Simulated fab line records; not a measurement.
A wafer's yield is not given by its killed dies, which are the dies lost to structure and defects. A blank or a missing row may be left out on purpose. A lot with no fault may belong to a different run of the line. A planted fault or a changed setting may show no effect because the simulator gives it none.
Which tool is to blame? -- flow nandHarc -- Sampling: 13 lots, 38 wafers, 5 of 1159 route steps

== WHAT THE GAUGES SHOWED, per wafer ==
NHARC_END_SORT_01. Usual: killedAtArray 27, standard deviation 11; killedAtOther 0.6, standard deviation 1; killedAtPeriphery 3.0, standard deviation 2.1; killedDies 31, standard deviation 12; killedOpen 3.2, standard deviation 1.7; killedShort 1.7, standard deviation 1.4.
lot,measured,on,killedAtArray,killedAtOther,killedAtPeriphery,killedDies,killedOpen,killedShort,flag
L570,day 20 12:38,prober-02,24 21 38,0 1 1,4 5 1,28 27 40,4 2 2,0 2 3,
L569,day 20 20:02,prober-01,11 11 9,0 0 0,3 1 3,14 12 12,3 1 6,0 1 0,
L571,day 20 04:47,prober-02,18 15 18,0 0 0,2 1 2,20 16 20,3 2 7,2 1 1,
L572,day 20 20:29,prober-02,19 30 27,2 0 3,2 2 4,23 32 34,4 5 4,1 0 2,
L573,day 21 17:43,prober-02,30 31 22,1 0 1,1 4 2,32 35 25,3 4 3,2 2 4,
L576,day 22 02:11,prober-02,29 669 27,1 0 0,3 7 3,33 676 30,2 3 2,3 3 1,OFF
L575,day 21 12:30,prober-01,28 671 14,1 0 1,2 4 3,31 675 18,3 4 3,2 1 0,OFF
L581,day 22 09:09,prober-02,669 12,0 0,1 2,670 14,1 4,1 0,OFF
L583,day 22 18:27,prober-02,34 28 27,0 1 0,5 7 1,39 36 28,2 5 4,1 1 0,
L584,day 23 12:49,prober-01,48 40 36,4 3 2,1 4 5,53 47 43,1 4 0,2 2 1,
L586,day 23 21:19,prober-01,39 57 46,0 0 1,2 1 3,41 58 50,3 5 4,1 3 1,
L591,day 26 19:52,prober-02,29 19 19,2 2 0,1 2 2,32 23 21,2 2 2,3 1 3,
L590,day 25 12:46,prober-02,19 23 26,1 4 3,2 1 2,22 28 31,6 0 6,1 2 0,

== WHICH TOOL RAN EACH LOT (tool, then ch and the chambers of the sampled wafers, then the start) ==
lot,NHARC_A_CHANNEL_FILL_D1_ALD_25,NHARC_A_CHANNEL_FILL_D1_CMP_10,NHARC_A_STAIRCASE_ETCH_170,NHARC_A_STAIRCASE_STRIP_171
L570,"aldHk-04 ch 0,2,3, day 10 15:50","cmp-01 ch 1,2,3, day 11 03:14","rieDiel-12 ch 0,1,2, day 11 05:16","plasmaAsher-01 ch 0,1, day 11 05:34"
L569,"aldHk-03 ch 1,2,3, day 10 16:28","cmp-02 ch 1,2, day 11 03:14","rieDiel-12 ch 0,1, day 11 05:07","plasmaAsher-02 ch 0,1, day 11 05:20"
L571,"aldHk-03 ch 0,2,3, day 10 20:56","cmp-02 ch 0,1, day 11 08:14","rieDiel-11 ch 1,3, day 11 10:08","plasmaAsher-01 ch 0,1, day 11 10:22"
L572,"aldHk-04 ch 1,2,3, day 10 20:57","cmp-04 ch 0,2,3, day 11 08:14","rieDiel-12 ch 1,2,3, day 11 10:08","plasmaAsher-02 ch 0,1, day 11 10:17"
L573,"aldHk-03 ch 0,1,2, day 11 14:29","cmp-01 ch 0,1,2, day 12 00:40","rieDiel-02 ch 0,2,3, day 12 02:46","plasmaAsher-01 ch 0, day 12 02:53"
L576,"aldHk-02 ch 0,1, day 11 23:07","cmp-01 ch 0,2,3, day 12 10:37","rieDiel-12 ch 0,1,2, day 12 12:34","plasmaAsher-02 ch 0,1, day 12 12:48"
L575,"aldHk-04 ch 1,2, day 11 23:07","cmp-04 ch 0,1,2, day 12 10:39","rieDiel-12 ch 1,2, day 12 12:43","plasmaAsher-01 ch 0,1, day 12 12:55"
L581,"aldHk-04 ch 1,2, day 13 08:37","cmp-04 ch 2,3, day 13 18:38","rieDiel-12 ch 0,3, day 13 21:07","plasmaAsher-02 ch 0, day 13 21:13"
L583,"aldHk-04 ch 0,1,3, day 13 16:26","cmp-01 ch 1,2, day 14 03:43","rieDiel-11 ch 0,2,3, day 14 05:38","plasmaAsher-01 ch 0, day 14 05:44"
L584,"aldHk-02 ch 1,2,3, day 14 09:40","cmp-02 ch 1,2,3, day 14 21:07","rieDiel-11 ch 1,2, day 14 22:49","plasmaAsher-01 ch 0,1, day 14 22:59"
L586,"aldHk-04 ch 0,1,3, day 14 16:54","cmp-04 ch 0,1,3, day 15 07:49","rieDiel-11 ch 1,2,3, day 15 09:48","plasmaAsher-01 ch 0,1, day 15 09:58"
L591,"aldHk-04 ch 2,3, day 16 02:33","cmp-04 ch 1,2,3, day 16 13:51","rieDiel-11 ch 0,3, day 16 15:53","plasmaAsher-02 ch 0,1, day 16 16:03"
L590,"aldHk-03 ch 1,2,3, day 16 03:10","cmp-02 ch 0,1, day 16 13:49","rieDiel-12 ch 0,3, day 16 15:41","plasmaAsher-01 ch 0,1, day 16 15:51"
- NHARC_A_CHANNEL_FILL_D1_ALD_25: deposits SiOx, target thk 60 nm, pulse time 10 s, ald cycles 600.
- NHARC_A_CHANNEL_FILL_D1_CMP_10: polishes, target thk 150 nm.
- NHARC_A_STAIRCASE_ETCH_170: etches the open film in C4F6/O2, target depth 200 nm, time 66.667 s.
- NHARC_A_STAIRCASE_STRIP_171: strips in O2.

== WHAT THE TOOLS THEMSELVES READ (means of the sampled wafers that have a number; where no wafer has one, the mark that the record gives instead) ==
NHARC_A_CHANNEL_FILL_D1_ALD_25. Usual: heaterPowerW 475 W, standard deviation 56; precursorPulseHeightRel 0.999, standard deviation 0.02; susceptorTempC 300.02 C, standard deviation 0.19.
lot,tool,heaterPowerW (W),precursorPulseHeightRel,susceptorTempC (C),flag
L570,aldHk-04,509,0.978,300.05,
L569,aldHk-03,495,0.998,299.84,
L571,aldHk-03,450,0.995,299.86,
L572,aldHk-04,459,1.015,300.09,
L573,aldHk-03,464,0.976,299.97,
L576,aldHk-02,520,1.003,300.15,
L575,aldHk-04,430,0.991,300.10,
L581,aldHk-04,440,0.976,299.78,
L583,aldHk-04,475,1.012,299.96,
L584,aldHk-02,477,0.988,300.17,
L586,aldHk-04,470,1.002,300.03,
L591,aldHk-04,506,0.981,300.18,
L590,aldHk-03,464,1.003,299.70,

NHARC_A_CHANNEL_FILL_D1_CMP_10. Usual: motorCurrentA 12.1 A, standard deviation 1.4; timeToEndpointS 14.4 s, standard deviation 2.3.
lot,tool,motorCurrentA (A),timeToEndpointS (s),flag
L570,cmp-01,11.6,13.3,
L569,cmp-02,12.4,13.9,
L571,cmp-02,11.6,15.6,
L572,cmp-04,13.6,12.8,
L573,cmp-01,11.5,15.2,
L576,cmp-01,11.7,14.2,
L575,cmp-04,12.6,15.4,
L581,cmp-04,12.7,11.8,
L583,cmp-01,11.1,17.7,
L584,cmp-02,12.2,14.9,
L586,cmp-04,13.3,14.7,
L591,cmp-04,12.7,10.7,
L590,cmp-02,11.3,16.4,

NHARC_A_STAIRCASE_ETCH_170. Usual: drypumpMotorCurrentA 5.9 A, standard deviation 0.48; oesProductAu 0.969 a.u., standard deviation 0.017; rfVppV 545.4 V, standard deviation 3; runLengthS 88.1 s, standard deviation 0.45; showerheadPlenumPTorr 3.85 Torr, standard deviation 0.14; throttleValvePct 26.902 %, standard deviation 0.0096.
lot,tool,drypumpMotorCurrentA (A),oesProductAu (a.u.),rfVppV (V),runLengthS (s),showerheadPlenumPTorr (Torr),throttleValvePct (%),flag
L570,rieDiel-12,5.9,0.975,545.7,88.5,3.89,26.910,
L569,rieDiel-12,6.3,0.978,546.3,88.5,3.92,26.899,
L571,rieDiel-11,5.7,0.972,547.7,88.2,3.98,26.895,
L572,rieDiel-12,5.6,0.967,544.8,88.0,3.87,26.908,
L573,rieDiel-02,6.0,0.975,545.9,88.2,3.85,26.902,
L576,rieDiel-12,5.9,0.983,545.5,85.4,3.88,26.898,OFF
L575,rieDiel-12,5.5,0.966,544.8,85.4,3.84,26.895,OFF
L581,rieDiel-12,6.2,0.966,546.1,83.5,3.84,26.904,OFF
L583,rieDiel-11,6.0,0.987,542.8,87.9,3.74,26.906,
L584,rieDiel-11,5.4,0.962,547.3,88.3,3.95,26.904,
L586,rieDiel-11,5.7,0.966,546.2,88.4,3.87,26.899,
L591,rieDiel-11,6.4,0.991,548.7,87.9,3.94,26.900,
L590,rieDiel-12,6.4,0.952,544.9,88.1,3.83,26.900,

NHARC_A_STAIRCASE_STRIP_171. Usual: drypumpMotorCurrentA 5.8 A, standard deviation 0.44; heaterPowerW 328 W, standard deviation 31; rfReflPowerW 23.0 W, standard deviation 2.7.
lot,tool,drypumpMotorCurrentA (A),heaterPowerW (W),rfReflPowerW (W),flag
L570,plasmaAsher-01,5.6,317,-,OFF
L569,plasmaAsher-02,5.8,325,20.0,
L571,plasmaAsher-01,5.6,312,-,OFF
L572,plasmaAsher-02,5.8,329,-,OFF
L573,plasmaAsher-01,5.2,291,25.2,
L576,plasmaAsher-02,5.9,316,21.7,
L575,plasmaAsher-01,5.5,317,24.5,
L581,plasmaAsher-02,6.1,310,23.0,
L583,plasmaAsher-01,5.2,299,26.4,
L584,plasmaAsher-01,5.9,339,23.4,
L586,plasmaAsher-01,5.6,323,25.1,
L591,plasmaAsher-02,5.8,332,20.3,
L590,plasmaAsher-01,5.5,318,24.6,

== THE ANSWER, worked out from the rows above alone ==
Rule: a lot is off if the mean of its wafers that have a number lies more than 3 standard deviations from the usual mean. Also off: a lot with no number at a reading for which 4 or more lots have one. Any other lot the step has rows for is counted as sound. The gauges are gone through in route order, then the tools' own readings, and for those a lot's mean is taken as printed above. The first step at which some lot is off is used, and at that step the reading that is off furthest; a lot without a number counts as furthest.
Off: L576, L575, L581, at NHARC_END_SORT_01 (killedAtArray).
A tool fits if, at a process step before that reading, it ran every lot that is off, and no sound lot after the first of them. The gauges at NHARC_END_SORT_01 aren't tried: what is off there is off at NHARC_A_STAIRCASE_ETCH_170 too, on other tools, and a gauge's error can't cause that. Of those tried, none fits.

== WHAT THE SIMULATOR HAD INSERTED ==
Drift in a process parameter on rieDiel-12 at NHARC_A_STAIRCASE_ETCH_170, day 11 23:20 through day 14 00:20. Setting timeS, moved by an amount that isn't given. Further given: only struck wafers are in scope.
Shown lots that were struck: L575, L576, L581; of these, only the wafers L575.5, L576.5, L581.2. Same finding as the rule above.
